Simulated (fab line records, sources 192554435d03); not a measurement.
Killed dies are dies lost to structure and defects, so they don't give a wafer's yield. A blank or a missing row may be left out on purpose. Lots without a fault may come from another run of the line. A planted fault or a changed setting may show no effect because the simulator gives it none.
Split-lot experiment | flow n5_finfet | 7 lots, 21 wafers read, on a route of 1938 steps

THE SPLIT
At N5_BEOL_M5_ETCH_41 (etches SiCN in CH3F/O2, target depth 31.5 nm, time 56.7 s), the setting source_w was moved away from the recipe's 395 W on 9 of the 21 wafers read, by -13.9% to +15.2%. The other wafers ran this setting at the recipe's value.

The reading is taken at the split's own step.

THE READING
rf_vpp_V, in V, at N5_BEOL_M5_ETCH_41 (etches SiCN in CH3F/O2, target depth 31.5 nm, time 56.7 s). Fault-free wafers of this fab line usually give 297.1 V, standard deviation 1.5 V.

wafer  | tool, chamber at the split | source_w as run, W | against the recipe | rf_vpp_V, V | against lot-mates on the recipe
L076.1 | rie_diel-04, 0             | 395                | recipe             | 294.2       | -
L076.3 | rie_diel-04, 1             | 395                | recipe             | 295.8       | -
L076.5 | rie_diel-04, 0             | 395                | recipe             | 292.5       | -
L078.4 | rie_diel-03, 1             | 395                | recipe             | 297.4       | -
L078.5 | rie_diel-03, 2             | 395                | recipe             | 295.2       | -
L078.6 | rie_diel-03, 3             | 395                | recipe             | 297.0       | -
L080.2 | rie_diel-04, 0             | 340.1              | -13.9%             | 308.3       | +11.4
L080.4 | rie_diel-04, 3             | 395                | recipe             | 296.9       | -
L080.6 | rie_diel-04, 1             | 340.1              | -13.9%             | 309.1       | +12.2
L081.4 | rie_diel-04, 3             | 443.8              | +12.4%             | 286.7       | -9.3
L081.5 | rie_diel-04, 2             | 443.8              | +12.4%             | 287.3       | -8.7
L081.6 | rie_diel-04, 1             | 395                | recipe             | 296.0       | -
L084.1 | rie_diel-04, 2             | 455                | +15.2%             | 282.9       | -11.4
L084.4 | rie_diel-04, 3             | 455                | +15.2%             | 283.0       | -11.3
L084.6 | rie_diel-04, 1             | 395                | recipe             | 294.3       | -
L086.2 | rie_diel-03, 0             | 436.9              | +10.6%             | 286.2       | -11.6
L086.5 | rie_diel-03, 0             | 436.9              | +10.6%             | 287.9       | -9.9
L086.6 | rie_diel-03, 1             | 395                | recipe             | 297.8       | -
L092.2 | rie_diel-02, 3             | 395                | recipe             | 296.0       | -
L092.3 | rie_diel-02, 2             | 395                | recipe             | 297.0       | -
L092.4 | rie_diel-02, 1             | 362.8              | -8.2%              | 306.7       | +10.2

THE FIT
A straight line over all 21 wafers: rf_vpp_V changes by -0.875 V for each +1% of source_w; r = -0.98; the points scatter about the line by 1.6 V.
The same after taking each lot's own level away (the mean of its wafers on the recipe; 21 wafers): -0.843 V for each +1%; r = -0.98; scatter 1.4 V.
On that fit, the largest move of source_w shifts the reading by 13 V.
The lots' own levels span 294.17 to 297.80 V, that is 2.4 times the standard deviation above.
So the lot-to-lot level changes the slope little: the two slopes agree.
Check: with one of the wafers moved furthest among these (+15.2%) left out of the fit, the line predicts -12.8 V for it against its lot-mates. It came out at -11.4 V against them.
Tool readings at the split's step, against how far the setting was moved: rf_vpp_V r = -0.98.

OTHER SPLITS ON THESE WAFERS
These wafers also went through other splits before the reading. Each is held against what the fit with the lots' levels taken away leaves over:
other split on the same wafers   | wafers away from the commonest value | r with rf_vpp_V (lot level and that fit taken away)
N5_BEOL_M2_DESCUM_33 time_s      | 9                                    | -0.29
N5_BEOL_M2_VIA_ETCH_34 time_s    | 7                                    | +0.18
N5_BEOL_M3_COAT_05 spin_rpm      | 5                                    | -0.33
N5_BEOL_M5_TRENCH_ETCH_37 time_s | 8                                    | -0.23

THE FILE'S OWN FIT
rf_vpp_V changes by -0.852 V for each +1% of source_w, r = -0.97.
